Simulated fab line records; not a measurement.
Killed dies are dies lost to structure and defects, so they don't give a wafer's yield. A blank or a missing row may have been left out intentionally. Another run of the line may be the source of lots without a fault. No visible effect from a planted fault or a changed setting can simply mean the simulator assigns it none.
Chamber matching :: flow nand_harc :: NHARC_A_CONTACT_ETCH_48 on rie_diel-07: 4 sister chambers
The step etches the open film in CF4, target depth 39 nm, time 65 s. 14 wafers are shown with their chamber, then 6 later ones without.

## WAFERS WITH THEIR CHAMBER
wafer: L342.2
chamber: 0
drypump_motor_current_A (A): 6.0
showerhead_plenum_p_Torr (Torr): 1.75
rf_vpp_V (V): 152.9

wafer: L342.4
chamber: 3
drypump_motor_current_A (A): 5.1
showerhead_plenum_p_Torr (Torr): 1.87
rf_vpp_V (V): 154.0

wafer: L342.6
chamber: 2
drypump_motor_current_A (A): 6.8
showerhead_plenum_p_Torr (Torr): 1.84
rf_vpp_V (V): 151.8

wafer: L350.2
chamber: 3
drypump_motor_current_A (A): 5.1
showerhead_plenum_p_Torr (Torr): 1.87
rf_vpp_V (V): 152.9

wafer: L350.4
chamber: 0
drypump_motor_current_A (A): 6.0
showerhead_plenum_p_Torr (Torr): 1.75
rf_vpp_V (V): 149.5

wafer: L350.6
chamber: 3
drypump_motor_current_A (A): 5.0
showerhead_plenum_p_Torr (Torr): 1.87
rf_vpp_V (V): 154.1

wafer: L349.1
chamber: 3
drypump_motor_current_A (A): 5.0
showerhead_plenum_p_Torr (Torr): 1.87
rf_vpp_V (V): 152.2

wafer: L349.5
chamber: 0
drypump_motor_current_A (A): 6.0
showerhead_plenum_p_Torr (Torr): 1.75
rf_vpp_V (V): 149.1

wafer: L349.6
chamber: 1
drypump_motor_current_A (A): 6.1
showerhead_plenum_p_Torr (Torr): 1.82
rf_vpp_V (V): 151.8

wafer: L352.3
chamber: 2
drypump_motor_current_A (A): 6.8
showerhead_plenum_p_Torr (Torr): 1.84
rf_vpp_V (V): 152.0

wafer: L352.4
chamber: 0
drypump_motor_current_A (A): 6.0
showerhead_plenum_p_Torr (Torr): 1.75
rf_vpp_V (V): 151.2

wafer: L352.5
chamber: 3
drypump_motor_current_A (A): 5.0
showerhead_plenum_p_Torr (Torr): 1.87
rf_vpp_V (V): 152.1

wafer: L353.1
chamber: 1
drypump_motor_current_A (A): 6.1
showerhead_plenum_p_Torr (Torr): 1.81
rf_vpp_V (V): 151.5

wafer: L353.4
chamber: 2
drypump_motor_current_A (A): 6.8
showerhead_plenum_p_Torr (Torr): 1.84
rf_vpp_V (V): 152.4

SIGNATURES (means of the wafers above)
reading: drypump_motor_current_A
chamber 0: 6.000
chamber 1: 6.100
chamber 2: 6.800
chamber 3: 5.040
scatter within a chamber: 0.0346

reading: showerhead_plenum_p_Torr
chamber 0: 1.7500
chamber 1: 1.8150
chamber 2: 1.8400
chamber 3: 1.8700
scatter within a chamber: 0.00224

reading: rf_vpp_V
chamber 0: 150.675
chamber 1: 151.650
chamber 2: 152.067
chamber 3: 153.060
scatter within a chamber: 1.14
Rule: a wafer lies at a distance from a chamber equal to the root of the sum of squares, over the readings, of (its reading less the chamber's mean, divided by the reading's scatter). The wafer belongs to the nearest chamber; if the next one is less than 2 further off, it can't be placed. The scatter: the root of (the sum of the squares of (reading less its chamber's mean) over the shown wafers, divided by (wafers less chambers)).

## WAFERS MISSING THEIR CHAMBER
wafer: L353.6
drypump_motor_current_A (A): 6.1
showerhead_plenum_p_Torr (Torr): 1.81
rf_vpp_V (V): 151.2

wafer: L351.1
drypump_motor_current_A (A): 6.1
showerhead_plenum_p_Torr (Torr): 1.81
rf_vpp_V (V): 152.0

wafer: L351.2
drypump_motor_current_A (A): 6.8
showerhead_plenum_p_Torr (Torr): 1.84
rf_vpp_V (V): 152.2

wafer: L351.3
drypump_motor_current_A (A): 5.0
showerhead_plenum_p_Torr (Torr): 1.87
rf_vpp_V (V): 153.3

wafer: L357.1
drypump_motor_current_A (A): 6.1
showerhead_plenum_p_Torr (Torr): 1.81
rf_vpp_V (V): 150.4

wafer: L357.5
drypump_motor_current_A (A): 6.8
showerhead_plenum_p_Torr (Torr): 1.83
rf_vpp_V (V): 152.5

## EACH ONE'S CHAMBER
wafer: L353.6
from the rows above: 1
in truth: 1

wafer: L351.1
from the rows above: 1
in truth: 1

wafer: L351.2
from the rows above: 2
in truth: 2

wafer: L351.3
from the rows above: 3
in truth: 3

wafer: L357.1
from the rows above: 1
in truth: 1

wafer: L357.5
from the rows above: 2
in truth: 2
Placed correctly: 6 of 6. From these rows, 0 cannot be placed. Wrongly placed: 0.
